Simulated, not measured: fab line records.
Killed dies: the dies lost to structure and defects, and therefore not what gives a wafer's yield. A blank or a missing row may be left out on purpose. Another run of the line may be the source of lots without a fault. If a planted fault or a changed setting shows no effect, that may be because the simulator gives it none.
Struck lot and sound lot, side by side ; flow n5Finfet ; 40 out of 1938 route steps
Sound: these wafers, L146.1, L146.3, L146.5. Wafers struck: L165.3, L165.4, L165.5. The cause comes at the end.
Each step with rows lists, per side, the tool, then ch with its chambers, then its first start. Under that, the readings that differ: sound wafers ; struck wafers ; difference of the means ; sigmas: that difference in standard deviations of wafers without a fault.
alike: same words and numbers on both sides, and readings whose means sit less than 2 such deviations apart. not compared: any withheld reading, any reading some wafer has no value for, any bound like >300 that may hide the same value, and any number with overlapping values for which the record gives no deviation.
A row with sigmas, a row that says differs or no value, or rows on one side alone: a step with any of these is where the two part. Numbers that don't overlap but have no deviation are shown without sigmas and don't part them. Lack of a reading on every wafer of one side parts them only where that side has two or more wafers.

first, 9 steps without rows for these wafers: N5_BEOL_M0_SAQP_DEVELOP_13 (develop time 30 s); N5_BEOL_M0_SAQP_DESCUM_19 (chemistry O2, time 7.9 s); N5_BEOL_M0_SAQP_ETCH_83 (etches SiARC in CF4, target depth 39 nm, time 65 s); N5_BEOL_M0_SAQP_ETCH_84 (etches SOC in N2/H2, target depth 100 nm, overetch 20 nm, time 150 s); N5_BEOL_M0_SAQP_STRIP_80 (strips in N2/H2); N5_BEOL_M0_SAQP_HM_OPEN_112 (chemistry CHF3/O2, target SiO2, stops on a-Si, target depth 12 nm, time 13.5 s); N5_BEOL_M0_SAQP_STRIP_113 (strips in CHF3/O2); N5_BEOL_M0_SAQP_MANDREL_ETCH_20 (etches a-Si in HBr/Cl2, stops on SiNx, target depth 60 nm, bt time 10 s, time 30 s); N5_BEOL_M0_SAQP_STRIP_86 (strips in N2/H2).
N5_BEOL_M0_SAQP_STRIP_115: strips in post etch residue remover, time 60 s.
  sound on wetBench-01 ch 0,1,7, day 5 14:50; struck on wetBench-01 ch 0,4,7, day 10 08:25
then, 26 steps without rows for these wafers: N5_BEOL_M0_SAQP_SRD_93 (time 30 s); N5_BEOL_M0_SAQP_RECESS_114 (chemistry HF/NH3, target SiO2, target depth 14.4 nm, afs cycles 3, sublimation time 60 s); N5_BEOL_M0_SAQP_SPACER1_ALD_98 (deposits SiO2, target thk 12.8 nm, pulse time 1 s, purge time 2 s); N5_BEOL_M0_SAQP_SPACER1_ETCHBACK_99 (etches SiO2 in CHF3/O2, target depth 15.4 nm, time 7.7 s); N5_BEOL_M0_SAQP_MANDREL1_REMOVE_100 (chemistry HBr/Cl2/O2, target a-Si, stops on SiNx, bt time 10 s); N5_BEOL_M0_SAQP_ETCH_101 (etches SiNx in CH3F/O2, target depth 29.9 nm, time 42.7 s); N5_BEOL_M0_SAQP_ETCH_102 (etches SiO2 in CF4, target depth 4 nm, time 4.4 s); N5_BEOL_M0_SAQP_MANDREL_ETCH_103 (etches a-Si in HBr/Cl2, stops on SiCN, target depth 45 nm, bt time 10 s, time 27 s); N5_BEOL_M0_SAQP_RECESS_104 (chemistry HF/NH3, target SiO2, target depth 18 nm, afs cycles 3, sublimation time 60 s); N5_BEOL_M0_SAQP_COAT_105 (time 60 s, resist thk 100 nm); N5_BEOL_M0_SAQP_ETCH_106 (etches SOC in N2/H2, stops on SiNx, target depth 150 nm); N5_BEOL_M0_SAQP_ETCH_107 (etches SiNx in CH3F/O2, target depth 30 nm); N5_BEOL_M0_SAQP_STRIP_108 (strips in N2/H2); N5_BEOL_M0_SAQP_RECESS_109 (chemistry HF/NH3, target SiO2, target depth 3 nm, afs cycles 1, sublimation time 60 s); N5_BEOL_M0_SAQP_SPACER2_ALD_26 (deposits SiO2, target thk 15 nm, pulse time 1 s, purge time 2 s); N5_BEOL_M0_SAQP_SPACER2_ETCHBACK_27 (etches SiO2 in CHF3/O2, target depth 22.5 nm, time 11.25 s); N5_BEOL_M0_SAQP_MANDREL2_REMOVE_110 (chemistry HBr/Cl2/O2, target a-Si, stops on SiCN, bt time 10 s); N5_BEOL_M0_SAQP_COAT_69 (time 60 s, resist thk 90 nm); N5_BEOL_M0_SAQP_COAT_72 (time 60 s, resist thk 15 nm); N5_BEOL_M0_SAQP_COAT_87 (time 60 s, resist thk 5 nm); N5_BEOL_M0_SAQP_COAT_34 (resist thk 30 nm); N5_BEOL_M0_SAQP_EBR_36; N5_BEOL_M0_SAQP_SOFTBAKE_35 (time 60 s); N5_BEOL_M0_SAQP_EXPOSE_37 (exposes mask M0 CUT1, target cd 30 nm); N5_BEOL_M0_SAQP_PEB_38 (peb time 60 s); N5_BEOL_M0_SAQP_DEVELOP_39 (develop time 30 s).
N5_BEOL_M0_SAQP_INSPECT_42: inspects for defects (brightfield).
  sound on defectInspect-01, day 5 19:02; struck on defectInspect-01, day 10 11:51
reading;sound;struck;difference;sigmas
rawDefectCount;443 432 463;788 766 753;+323;+4
N5_BEOL_M0_CUTY_INSPECT_59: inspects for defects (macro).
  sound on defectInspect-01, day 5 20:18; struck on defectInspect-01, day 10 13:29
reading;sound;struck;difference;sigmas
rawDefectCount;3 1 1;>300 >300 >300;differs;
-- here the record skips 4 days between the struck wafers' starts before and after, leaving off in module BEOL_M0_CUTY and picking up in module BEOL_M4 (first step shown: number 1111 of the route) --
N5_BEOL_M4_RC_MEAS_101:
  sound on prober-01 ch 0, day 8 22:01; struck on prober-01 ch 0, day 14 20:13
reading;sound;struck;difference;sigmas
SS_P (mV/dec);72.9 72.3 72.4;74.3 73.2 74.4;+1.4;+2
  alike: DIBL_N, DIBL_P, IOFF_N, IOFF_P, ION_N, ION_P, SS_N, VT_N, VT_P
-- a jump in the record: the struck wafers' starts before and after are 4 days apart (it breaks off in module BEOL_M4 and resumes in module PASSIVATION, where the first step shown is number 1936 of the route) --
N5_PASSIVATION_PROBE_49:
  sound on prober-01, day 13 06:07; struck on prober-01, day 18 20:10
reading;sound;struck;difference;sigmas
defectLimitedYield (%);92.5 92.5 89.8;83.2 85.2 85.7;-6.9;-5
killed_at_M0_to_M3;26 24 36;115 118 102;+83;+8
killedDies;88 88 120;198 175 169;+82;+5
killedOnRim;10 9 16;28 25 28;+15;+4
sort_bin_4_leakage (%);0 0 0;0.17 0 0;+0.06;+4
sort_bin_5_function (%);4.2 4.8 6.1;10.8 9.6 7.7;+4.3;+4
sortNPass;1092 1092 1060;980 1005 1011;-83;-5
sortYieldPct (%);92.5 92.5 89.8;83.1 85.2 85.7;-6.9;-5
  alike: killed_at_M4_up, killedAtContacts, killedAtFrontEnd, killedAtOther, killedOpen, killedShort, sort_bin_6_memory, sort_bin_8_speed

## WHERE THEY PART
Last at N5_PASSIVATION_PROBE_49 as far as this record goes, first at N5_BEOL_M0_SAQP_INSPECT_42.

WHY: whatever the simulator had introduced
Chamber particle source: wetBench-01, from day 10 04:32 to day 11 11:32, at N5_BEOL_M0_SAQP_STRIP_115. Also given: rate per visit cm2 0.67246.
